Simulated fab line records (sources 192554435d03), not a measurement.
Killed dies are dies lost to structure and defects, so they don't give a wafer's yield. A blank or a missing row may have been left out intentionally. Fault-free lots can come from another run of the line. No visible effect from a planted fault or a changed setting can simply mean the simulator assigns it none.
Chamber matching ; flow n5Finfet ; N5_BEOL_M7_ILD_DEP_00 on pecvd-04 has 3 sister chambers
The step deposits SiCOH lowk from DEMS/porogen, target thk 179.75 nm, time 33.4 s. 14 wafers are shown with their chamber, then 7 later ones without.

== WAFERS WITH THEIR CHAMBER ==
wafer;chamber;heaterPowerW (W);throttleValvePct (%);showerheadPlenumPTorr (Torr)
L075.3;1;242;12.8;5.746
L075.4;0;207;14.1;5.761
L075.5;1;243;12.8;5.750
L081.2;2;322;13.5;5.735
L081.4;0;234;14.2;5.760
L081.6;1;243;13.1;5.740
L082.1;1;240;13.0;5.752
L082.2;2;314;13.3;5.728
L082.6;0;182;13.8;5.745
L086.1;1;241;13.1;5.741
L086.3;2;323;13.5;5.735
L086.5;1;244;12.9;5.744
L084.3;1;244;13.2;5.777
L084.5;1;255;12.8;5.759

SIGNATURES (means of the wafers above)
reading;chamber 0;chamber 1;chamber 2;scatter within a chamber
heaterPowerW;207.67;244.00;319.67;11.9
throttleValvePct;14.033;12.963;13.433;0.163
showerheadPlenumPTorr;5.75533;5.75113;5.73267;0.0106
Rule: for each reading, subtract the chamber's mean from the wafer's reading, divide by that reading's scatter and square the result; add these up over the readings and take the root, which gives the wafer's distance from the chamber. If the next closest chamber is less than 2 further off than the closest, the wafer can't be placed; otherwise it belongs to the closest. The scatter: the root of (the sum of the squares of (reading less its chamber's mean) over the shown wafers, divided by (wafers less chambers)).

== WAFERS WHOSE CHAMBER IS MISSING ==
wafer;heaterPowerW (W);throttleValvePct (%);showerheadPlenumPTorr (Torr)
L084.6;193;14.4;5.772
L096.2;213;14.3;5.753
L096.4;305;13.4;5.735
L096.6;236;13.1;5.748
L092.3;307;13.3;5.739
L092.5;287;13.2;5.744
L092.6;321;13.6;5.717

== WHICH CHAMBER EACH ONE RAN IN ==
wafer;from the rows above;in truth
L084.6;0;0
L096.2;0;0
L096.4;2;2
L096.6;1;1
L092.3;2;2
L092.5;can't be placed: 2 or 1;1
L092.6;2;2
Correctly placed: 6 of 7. Can't be placed from these rows: 1 (the true chamber is among the candidates in 1). Wrongly placed: 0.
